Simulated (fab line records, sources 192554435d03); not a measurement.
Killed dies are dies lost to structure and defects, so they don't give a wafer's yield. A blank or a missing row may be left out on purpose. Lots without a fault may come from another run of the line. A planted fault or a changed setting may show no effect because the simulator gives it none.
fab line records | flow n5_finfet | part 1 of 2: steps 1 to 16 of 26
record lots=5 wafers=15 last_day=18
route steps=1938 shown BEOL_M15@1803
lots that met no fault: from a run of the same line without faults
start_h: hours from the record's first day to the start of the lot's first wafer shown | wait_h: hours since the lot's step before | " the same as in the row above | L1.1+2: a row that stands for several wafers | - no value, or no start given | * or withheld: withheld | < > ~ a bound
route shown NAME@n: a module of which the file shows steps, and the number in the route of the first | usual: mean/standard deviation of fault-free wafers | same: alike in all rows | chamber/n: place in a boat | sites: the reading at each site | _std_site: their standard deviation | _edge_site: outer sites' mean less inner sites' | radius_mm: how far each site lies from the wafer's centre | mask NAME#n: copy n | behind: the tool/chamber that last shaped the wafer | hold: why the lot was held/for how many hours/how that ended | device: the transistor (n, p or np) that didn't switch | end of line: the same wafers' tests at the end of the route | a step without rows: its recipe alone | killed: dies lost to structure and defects at the first sort, not the wafer's yield | map: a wafer's dies, x killed, . not, _ none there
set.NAME: the setting as run; set.NAME@STEP: as run at that earlier step | model.NAME: the simulator's own value behind a step, which no gauge read
lots at some steps of the route; a table a step, a row a wafer
services: from which hour (start_h, from the record's first day; less than 0 if before it) a tool's chamber was out of use, for how many hours, and why
## steps
# step N5_BEOL_M15_HARDBAKE_32
# recipe temp_c=130 time_s=120
# columns lot.wafer tool chamber start_h wait_h
L074.1+3+4 litho_track-05 0 - -
L086.1+2+6 litho_track-05 0 - -
L089.2+4+6 litho_track-05 0 - -
L091.2+3+4 litho_track-05 0 - -
L095.2+3+6 litho_track-01 0 - -
# step N5_BEOL_M15_CD_MEAS_28
# recipe target_cd_nm=407.6 landing_energy_ev=500 detector=se_inlens
# usual cd_nm=407.0/1.9
# columns lot.wafer tool chamber start_h wait_h cd_nm
L074.1 cd_sem-02 0 275.06 - 405.2
L074.3 " 0 " " 405.2
L074.4 " 0 " " 406.3
L086.1 cd_sem-01 0 329.90 - 409.3
L086.2 " 0 " " 409.5
L086.6 " 0 " " 409.0
L089.2 cd_sem-02 0 359.34 - 406.4
L089.4 " 0 " " 408.2
L089.6 " 0 " " 408.3
L091.2 cd_sem-02 0 379.12 - 407.1
L091.3 " 0 " " 405.5
L091.4 " 0 " " 406.0
L095.2 cd_sem-01 0 403.40 - 407.8
L095.3 " 0 " " 405.7
L095.6 " 0 " " 407.3
# step N5_BEOL_M15_OVL_MEAS_29
# recipe points_per_wafer=44
# usual M15_OVL=0/5.7
# columns lot.wafer tool chamber start_h wait_h M15_OVL[nm]
L074.1 overlay-02 0 275.09 0.0 -6
L074.3 " 0 " " -7
L074.4 " 0 " " -8
L086.1 overlay-01 0 329.93 0.0 -5
L086.2 " 0 " " 3
L086.6 " 0 " " -7
L089.2 overlay-01 0 359.37 0.0 4
L089.4 " 0 " " 3
L089.6 " 0 " " 4
L091.2 overlay-02 0 379.15 0.0 -5
L091.3 " 0 " " -9
L091.4 " 0 " " 0
L095.2 overlay-02 0 403.43 0.0 5
L095.3 " 0 " " -3
L095.6 " 0 " " 7
# step N5_BEOL_M15_INSPECT_30
# recipe mode=adi inspect_instrument=macro
# usual raw_defect_count=2.2/1.3
# columns lot.wafer tool chamber start_h wait_h raw_defect_count
L074.1 defect_inspect-01 - 275.11 0.0 5
L074.3 " - " " 2
L074.4 " - " " 3
L086.1 defect_inspect-02 - 329.95 0.0 1
L086.2 " - " " 2
L086.6 " - " " 2
L089.2 defect_inspect-02 - 359.39 0.0 3
L089.4 " - " " 3
L089.6 " - " " 1
L091.2 defect_inspect-01 - 379.18 0.0 2
L091.3 " - " " 2
L091.4 " - " " 0
L095.2 defect_inspect-01 - 403.45 0.0 1
L095.3 " - " " 5
L095.6 " - " " 1
# step N5_BEOL_M15_DESCUM_33
# recipe chemistry=O2 time_s=7.9 source_power_w=50 bias_power_w=20 pressure_mtorr=20 rf_frequency_hz=2.712e+07 temp_c=40 o2_flow_sccm=225
# usual bias_power_w=20.00/0.067 drypump_motor_current_A=5.8/0.4 oes_product_au=0.78/0.098 rf_vpp_V=243.1/1.2 showerhead_plenum_p_Torr=2.09/0.062 temp_c=40.01/0.12 throttle_valve_pct=20.49/0.24
# columns lot.wafer tool chamber start_h wait_h bias_power_w drypump_motor_current_A oes_product_au rf_hours_counter_h rf_vpp_V showerhead_plenum_p_Torr temp_c throttle_valve_pct
L074.1 rie_diel-06 3 275.15 0.0 20.03 6.0 0.69 227 241.2 1.97 40.06 20.73
L074.3 " 2 " " 20.02 5.5 0.77 108 241.3 2.02 40.08 20.40
L074.4 " 0 " " 19.98 5.4 0.69 216 243.9 2.07 40.11 20.88
L086.1 rie_diel-03 2 329.99 0.0 19.93 5.7 0.77 118 241.7 2.03 39.77 20.40
L086.2 " 3 " " 20.01 6.3 0.85 41 245.0 2.13 39.99 20.03
L086.6 " 0 " " 20.12 6.2 0.92 - 244.2 2.15 40.14 20.54
L089.2 rie_diel-06 0 359.42 0.0 20.05 5.4 0.66 246 241.5 2.06 39.77 20.93
L089.4 " 2 " " 19.98 5.5 0.74 - 241.3 2.01 40.03 20.44
L089.6 " 1 " " 19.99 5.3 0.70 - 242.9 2.09 40.07 20.64
L091.2 rie_diel-03 0 379.36 0.2 20.07 6.2 0.88 43 243.8 2.14 40.01 20.57
L091.3 " 2 " " 20.01 5.7 0.76 134 243.0 2.03 39.91 20.43
L091.4 " 3 " " 19.97 6.3 0.84 57 244.2 2.13 40.22 20.07
L095.2 rie_diel-06 3 403.48 0.0 19.95 6.0 0.93 8 245.6 2.22 40.24 20.31
L095.3 " 1 " " 20.08 5.3 0.70 211 241.6 2.08 40.03 20.67
L095.6 " 1 " " 20.08 5.3 0.69 - 241.8 2.08 40.06 20.69
# step N5_BEOL_M15_ETCH_61
# recipe chemistry=N2/H2 target=BARC target_depth_a=890 overetch_a=267 time_s=67.9 ion_energy_ev=200 pressure_mtorr=30 source_w=840 bias_w=150 n2_flow_sccm=200 h2_flow_sccm=200
# usual drypump_motor_current_A=5.8/0.4 n2_flow_sccm=200.0/0.55 oes_product_au=0.67/0.078 rf_vpp_V=523.7/2.2 showerhead_plenum_p_Torr=2.54/0.078 throttle_valve_pct=17.93/0.25
# columns lot.wafer tool chamber start_h wait_h drypump_motor_current_A n2_flow_sccm oes_product_au rf_hours_counter_h rf_vpp_V showerhead_plenum_p_Torr throttle_valve_pct
L074.1 rie_diel-06 3 275.18 0.0 6.0 199.9 0.60 227 520.3 2.42 18.22
L074.3 " 2 " " 5.5 199.3 0.67 108 522.4 2.46 17.81
L074.4 " 0 " " 5.4 200.0 0.60 216 523.6 2.50 18.26
L086.1 rie_diel-03 2 330.02 0.0 5.7 199.5 0.67 118 521.8 2.45 17.69
L086.2 " 3 " " 6.3 201.3 0.74 41 524.0 2.59 17.42
L086.6 " 0 " " 6.2 199.6 0.77 - 524.9 2.60 17.91
L089.2 rie_diel-06 0 359.46 0.0 5.4 200.4 0.58 246 523.1 2.49 18.32
L089.4 " 2 " " 5.5 200.2 0.65 - 521.0 2.45 17.89
L089.6 " 1 " " 5.3 200.6 0.61 - 522.2 2.53 18.11
L091.2 rie_diel-03 0 379.40 0.0 6.2 199.8 0.75 43 526.2 2.59 17.93
L091.3 " 2 " " 5.7 199.9 0.64 134 521.6 2.44 17.71
L091.4 " 3 " " 6.3 200.4 0.73 57 526.0 2.58 17.45
L095.2 rie_diel-06 3 403.52 0.0 6.0 199.5 0.80 8 528.4 2.72 17.80
L095.3 " 1 " " 5.3 199.9 0.60 211 523.0 2.52 18.12
L095.6 " 1 " " 5.4 200.1 0.60 - 523.7 2.52 18.12
# step N5_BEOL_M15_TRENCH_ETCH_34
# recipe chemistry=C4F8/O2/Ar target=SiO2 target_depth_a=8729.3 he_inner_torr=15 he_outer_torr=30 time_s=199 ion_energy_ev=800 pressure_mtorr=20 source_w=1905 bias_w=2040 Ar_flow_sccm=400 C4F8_flow_sccm=16 O2_flow_sccm=12
# usual O2_flow_sccm=12.00/0.035 drypump_motor_current_A=5.8/0.4 he_inner_torr=14.998/0.029 oes_product_au=0.78/0.098 rf_vpp_V=2217/28 showerhead_plenum_p_Torr=3.43/0.098 throttle_valve_pct=30.95/0.28
# columns lot.wafer tool chamber start_h wait_h O2_flow_sccm drypump_motor_current_A he_inner_torr oes_product_au rf_hours_counter_h rf_vpp_V showerhead_plenum_p_Torr throttle_valve_pct
L074.1 rie_diel-06 3 275.23 0.0 11.99 6.0 14.980 0.68 227 2167 3.26 31.07
L074.3 " 2 " " 11.96 5.5 14.964 0.79 108 2207 3.32 30.78
L074.4 " 0 " " 12.01 5.4 14.950 0.70 216 2242 3.40 31.31
L086.1 rie_diel-03 2 330.07 0.0 11.97 5.7 14.996 0.78 118 2219 3.36 31.05
L086.2 " 3 " " 12.02 6.4 15.017 0.86 41 2229 3.49 30.40
L086.6 " 0 " " 12.04 6.2 14.994 0.91 - 2246 3.50 31.02
L089.2 rie_diel-06 0 359.51 0.0 12.02 5.4 15.019 0.68 246 2242 3.38 31.33
L089.4 " 2 " " 12.01 5.5 14.997 0.76 - 2208 3.31 30.82
L089.6 " 1 " " 11.97 5.3 15.018 0.70 - 2171 3.44 31.25
L091.2 rie_diel-03 0 379.45 0.0 12.06 6.2 14.957 0.88 43 2246 3.49 31.03
L091.3 " 2 " " 12.03 5.8 15.009 0.78 134 2218 3.35 31.08
L091.4 " 3 " " 12.00 6.3 15.063 0.84 57 2228 3.48 30.40
L095.2 rie_diel-06 3 403.57 0.0 12.00 6.0 14.965 0.93 8 2238 3.64 30.70
L095.3 " 1 " " 12.03 5.3 15.049 0.68 211 2169 3.43 31.24
L095.6 " 1 " " 12.00 5.3 15.030 0.68 - 2170 3.43 31.27
# step N5_BEOL_M15_STRIP_36
# recipe chemistry=O2 power_w=600 temp_c=60 pressure_mtorr=30 rf_frequency_hz=6e+07 bias_power_w=0 overash_fraction=0.3 o2_flow_sccm=225
# usual drypump_motor_current_A=5.9/0.4 oes_product_au=0.79/0.095 rf_vpp_V=3.6/0.88 showerhead_plenum_p_Torr=2.11/0.054 temp_c=60.01/0.12 throttle_valve_pct=16.68/0.25
# same bias_power_w=0
# columns lot.wafer tool chamber start_h wait_h drypump_motor_current_A oes_product_au rf_hours_counter_h rf_vpp_V showerhead_plenum_p_Torr temp_c throttle_valve_pct
L074.1 rie_diel-03 2 276.86 1.4 5.7 0.80 101 4.2 2.04 59.86 16.56
L074.3 " 0 " " 6.2 0.97 8 3.7 2.16 59.97 16.70
L074.4 " 3 " " 6.3 0.90 27 2.4 2.14 59.97 16.25
L086.1 rie_diel-03 0 330.60 0.3 6.2 0.92 27 2.7 2.15 59.86 16.75
L086.2 " 1 " " 5.7 0.66 242 1.6 2.14 60.03 16.83
L086.6 " 1 " " 5.7 0.66 - 5.2 2.14 60.12 16.83
L089.2 rie_diel-06 1 370.24 10.5 5.3 0.71 199 3.8 2.09 60.18 16.86
L089.4 " 2 " " 5.5 0.75 - 3.1 2.01 60.08 16.71
L089.6 " 0 " " 5.4 0.68 - 4.6 2.06 60.09 17.21
L091.2 rie_diel-04 0 380.37 0.7 6.1 0.81 127 3.8 2.11 60.28 16.36
L091.3 " 2 " " 6.4 0.89 36 4.9 2.12 60.10 16.56
L091.4 " 1 " " 6.3 0.70 206 3.7 2.15 60.05 16.73
L095.2 rie_diel-06 3 404.46 0.7 6.0 0.91 9 3.4 2.23 60.07 16.56
L095.3 " 0 " " 5.5 0.99 2 3.2 2.06 59.83 16.75
L095.6 " 3 " " 6.0 0.93 - 1.8 2.23 59.92 16.57
# step N5_BEOL_M15_STRIP_62
# recipe chemistry=O2 power_w=600 temp_c=60 pressure_mtorr=30 rf_frequency_hz=6e+07 bias_power_w=0 overash_fraction=0.3 o2_flow_sccm=225
# usual drypump_motor_current_A=5.9/0.4 oes_product_au=0.79/0.094 rf_vpp_V=3.7/0.49 showerhead_plenum_p_Torr=2.11/0.054 temp_c=59.99/0.12 throttle_valve_pct=16.68/0.25
# same bias_power_w=0
# columns lot.wafer tool chamber start_h wait_h drypump_motor_current_A oes_product_au rf_hours_counter_h rf_vpp_V showerhead_plenum_p_Torr temp_c throttle_valve_pct
L074.1 rie_diel-03 2 - - 5.7 0.80 101 3.1 2.04 59.82 16.58
L074.3 " 0 " " 6.2 0.97 8 3.1 2.16 59.94 16.69
L074.4 " 3 " " 6.3 0.89 27 3.8 2.14 59.87 16.26
L086.1 rie_diel-03 0 - - 6.2 0.92 27 4.5 2.15 59.88 16.71
L086.2 " 1 " " 5.7 0.67 242 4.6 2.14 60.08 16.83
L086.6 " 1 " " 5.7 0.67 - 4.2 2.14 60.06 16.81
L089.2 rie_diel-06 1 - - 5.3 0.71 199 3.4 2.09 60.23 16.87
L089.4 " 2 " " 5.5 0.74 - 4.7 2.01 59.84 16.73
L089.6 " 0 " " 5.3 0.66 - 3.9 2.06 59.95 17.20
L091.2 rie_diel-04 0 - - 6.1 0.79 127 3.2 2.11 60.10 16.37
L091.3 " 2 " " 6.4 0.90 36 3.9 2.12 60.05 16.59
L091.4 " 1 " " 6.4 0.70 206 3.5 2.16 60.05 16.73
L095.2 rie_diel-06 3 - - 6.0 0.93 9 3.1 2.23 59.99 16.55
L095.3 " 0 " " 5.4 1.01 2 2.9 2.06 59.97 16.72
L095.6 " 3 " " 6.0 0.92 - 3.2 2.23 60.03 16.56
# step N5_BEOL_M15_STRIP_37
# recipe chemistry=O2 power_w=600 temp_c=60 pressure_mtorr=30 rf_frequency_hz=6e+07 bias_power_w=0 overash_fraction=0.3 o2_flow_sccm=225
# usual drypump_motor_current_A=5.9/0.4 oes_product_au=0.79/0.094 rf_vpp_V=3.6/0.63 showerhead_plenum_p_Torr=2.11/0.054 temp_c=60.01/0.12 throttle_valve_pct=16.68/0.25
# same bias_power_w=0
# columns lot.wafer tool chamber start_h wait_h drypump_motor_current_A oes_product_au rf_hours_counter_h rf_vpp_V showerhead_plenum_p_Torr temp_c throttle_valve_pct
L074.1 rie_diel-03 2 - - 5.7 0.80 101 3.9 2.04 60.11 16.60
L074.3 " 0 " " 6.2 0.97 8 3.0 2.16 59.89 16.71
L074.4 " 3 " " 6.3 0.89 27 3.8 2.14 60.03 16.28
L086.1 rie_diel-03 0 - - 6.2 0.91 27 3.0 2.15 59.99 16.72
L086.2 " 1 " " 5.7 0.67 242 5.4 2.14 60.04 16.84
L086.6 " 1 " " 5.8 0.66 - 3.3 2.14 60.17 16.82
L089.2 rie_diel-06 1 - - 5.3 0.70 199 2.9 2.09 59.92 16.87
L089.4 " 2 " " 5.5 0.74 - 4.0 2.01 59.91 16.71
L089.6 " 0 " " 5.4 0.66 - 2.3 2.06 60.16 17.21
L091.2 rie_diel-04 0 - - 6.1 0.79 127 3.2 2.11 60.14 16.37
L091.3 " 2 " " 6.4 0.90 36 3.6 2.12 60.08 16.58
L091.4 " 1 " " 6.3 0.71 206 3.5 2.16 59.80 16.73
L095.2 rie_diel-06 3 - - 6.0 0.94 9 4.9 2.23 60.12 16.54
L095.3 " 0 " " 5.4 1.00 2 3.9 2.06 59.97 16.72
L095.6 " 3 " " 6.0 0.93 - 3.7 2.23 60.28 16.56
# step N5_BEOL_M15_ETCH_38
# recipe chemistry=CF4/N2 target=SiCN target_depth_a=1064 taper_deg=2 time_s=120.5 ion_energy_ev=150 mask_material=SiO2 pressure_mtorr=40 source_w=430 bias_w=70 Ar_flow_sccm=100 cf4_flow_sccm=60 n2_flow_sccm=60
# usual drypump_motor_current_A=5.9/0.4 n2_flow_sccm=60.03/0.17 oes_product_au=0.79/0.096 rf_vpp_V=382.6/1.6 showerhead_plenum_p_Torr=2.22/0.057 throttle_valve_pct=15.44/0.26
# columns lot.wafer tool chamber start_h wait_h drypump_motor_current_A n2_flow_sccm oes_product_au rf_hours_counter_h rf_vpp_V showerhead_plenum_p_Torr throttle_valve_pct
L074.1 rie_diel-03 2 - - 5.7 60.02 0.81 101 380.8 2.15 15.33
L074.3 " 0 " " 6.2 60.08 0.96 8 383.5 2.25 15.35
L074.4 " 3 " " 6.3 60.01 0.88 27 384.2 2.24 14.97
L086.1 rie_diel-03 0 - - 6.2 60.32 0.91 27 383.7 2.25 15.40
L086.2 " 1 " " 5.7 60.10 0.65 242 383.6 2.27 15.72
L086.6 " 1 " " 5.7 60.14 0.65 - 383.3 2.27 15.72
L089.2 rie_diel-06 1 - - 5.3 59.96 0.68 199 381.2 2.20 15.59
L089.4 " 2 " " 5.5 60.06 0.75 - 379.9 2.12 15.48
L089.6 " 0 " " 5.4 60.02 0.68 - 382.3 2.17 16.00
L091.2 rie_diel-04 0 - - 6.1 60.03 0.78 127 382.4 2.22 15.12
L091.3 " 2 " " 6.4 59.96 0.90 36 384.5 2.24 15.38
L091.4 " 1 " " 6.3 59.87 0.70 206 382.1 2.28 15.58
L095.2 rie_diel-06 3 - - 6.0 60.03 0.92 9 385.3 2.34 15.33
L095.3 " 0 " " 5.4 60.08 1.01 2 381.3 2.17 15.48
L095.6 " 3 " " 5.9 60.12 0.92 - 386.8 2.34 15.34
# step N5_BEOL_M15_PRECLEAN_39
# recipe chemistry=residue_remover time_s=60 temp_c=40
# usual bath_heat_duty_pct=4.4/0.73 temp_c=40.00/0.11
# columns lot.wafer tool chamber start_h wait_h bath_heat_duty_pct temp_c
L074.1 wet_bench-05 7 277.13 - 4.7 39.97
L074.3 " 4 " " 4.4 39.99
L074.4 " 5 " " 4.6 40.04
L086.1 wet_bench-01 3 330.87 - 3.8 40.03
L086.2 " 7 " " 3.8 39.90
L086.6 " 6 " " 2.9 40.11
L089.2 wet_bench-01 3 370.52 - 4.0 40.13
L089.4 " 6 " " 4.0 40.12
L089.6 " 2 " " 4.3 39.78
L091.2 wet_bench-05 5 380.65 - 3.6 39.85
L091.3 " 0 " " 3.4 40.09
L091.4 " 4 " " 5.2 40.07
L095.2 wet_bench-01 3 404.73 - 4.4 39.84
L095.3 " 1 " " 3.9 40.10
L095.6 " 4 " " 5.4 39.90
# step N5_BEOL_M15_SRD_40
# recipe time_s=30 temp_c=23 rinse_liquid=diw dry=n2_spin spin_rpm=1500 dry_time_s=30
# usual bath_heat_duty_pct=3.6/0.62 spin_rpm=1499.9/0.78 temp_c=23.00/0.11
# columns lot.wafer tool chamber start_h wait_h bath_heat_duty_pct spin_rpm temp_c
L074.1 wet_bench-05 7 277.15 0.0 3.1 1499.7 23.20
L074.3 " 4 " " 3.8 1497.8 22.95
L074.4 " 5 " " 3.4 1500.3 22.94
L086.1 wet_bench-01 3 330.89 0.0 3.5 1499.6 23.08
L086.2 " 7 " " 2.9 1500.0 23.03
L086.6 " 6 " " 3.3 1501.0 22.79
L089.2 wet_bench-01 3 370.54 0.0 2.5 1499.0 22.97
L089.4 " 6 " " 3.6 1500.6 22.97
L089.6 " 2 " " 3.9 1498.6 23.03
L091.2 wet_bench-05 5 380.67 0.0 3.1 1499.0 22.89
L091.3 " 0 " " 2.9 1501.4 23.06
L091.4 " 4 " " 4.2 1499.5 22.80
L095.2 wet_bench-01 3 404.75 0.0 3.6 1500.0 23.05
L095.3 " 1 " " 3.5 1499.2 22.91
L095.6 " 4 " " 3.5 1499.0 23.19
# step N5_BEOL_M15_DEGAS_41
# recipe ambient=vacuum temp_c=300 time_s=60
# usual heater_power_w=470/52
# columns lot.wafer tool chamber start_h wait_h heater_power_w
L074.1 pvd_sputter-03 - 277.31 0.1 415
L074.3 " - " " 490
L074.4 " - " " 430
L086.1 pvd_sputter-03 - 331.31 0.4 404
L086.2 " - " " 500
L086.6 " - " " 407
L089.2 pvd_sputter-01 - 370.88 0.3 477
L089.4 " - " " 457
L089.6 " - " " 465
L091.2 pvd_sputter-01 - 380.93 0.2 585
L091.3 " - " " 479
L091.4 " - " " 462
L095.2 pvd_sputter-01 - 404.88 0.1 588
L095.3 " - " " 479
L095.6 " - " " 470
# step N5_BEOL_M15_PRE_CLEAN_42
# recipe gas=H2/He time_s=30 temp_c=300
# usual heater_power_w=471/50
# columns lot.wafer tool chamber start_h wait_h heater_power_w
L074.1 pvd_sputter-03 - 277.35 0.0 411
L074.3 " - " " 497
L074.4 " - " " 438
L086.1 pvd_sputter-03 - 331.35 0.0 401
L086.2 " - " " 505
L086.6 " - " " 419
L089.2 pvd_sputter-01 - 370.92 0.0 478
L089.4 " - " " 469
L089.6 " - " " 469
L091.2 pvd_sputter-01 - 380.97 0.0 568
L091.3 " - " " 480
L091.4 " - " " 449
L095.2 pvd_sputter-01 - 404.92 0.0 561
L095.3 " - " " 487
L095.6 " - " " 483
# step N5_BEOL_M15_SPUTTER_43
# recipe material=TaN target_thk_a=150 temp_c=50 bias_v=168.6 power_w=15000 chamber_pressure_pa=0.12 time_s=24.19
# usual bias_v=168.6/1.7 throttle_valve_pct=30.2/0.89
# columns lot.wafer tool chamber start_h wait_h bias_v throttle_valve_pct
L074.1 pvd_sputter-03 - 277.39 0.0 173.6 31.7
L074.3 " - " " 169.8 29.7
L074.4 " - " " 170.6 29.0
L086.1 pvd_sputter-03 - 331.40 0.0 169.0 30.6
L086.2 " - " " 169.1 29.7
L086.6 " - " " 166.7 31.7
L089.2 pvd_sputter-01 - 370.96 0.0 164.9 30.6
L089.4 " - " " 168.8 29.7
L089.6 " - " " 166.4 30.8
L091.2 pvd_sputter-01 - 381.01 0.0 169.9 29.8
L091.3 " - " " 166.6 30.7
L091.4 " - " " 172.1 29.8
L095.2 pvd_sputter-01 - 404.96 0.0 168.4 29.4
L095.3 " - " " 168.9 30.5
L095.6 " - " " 170.3 30.5
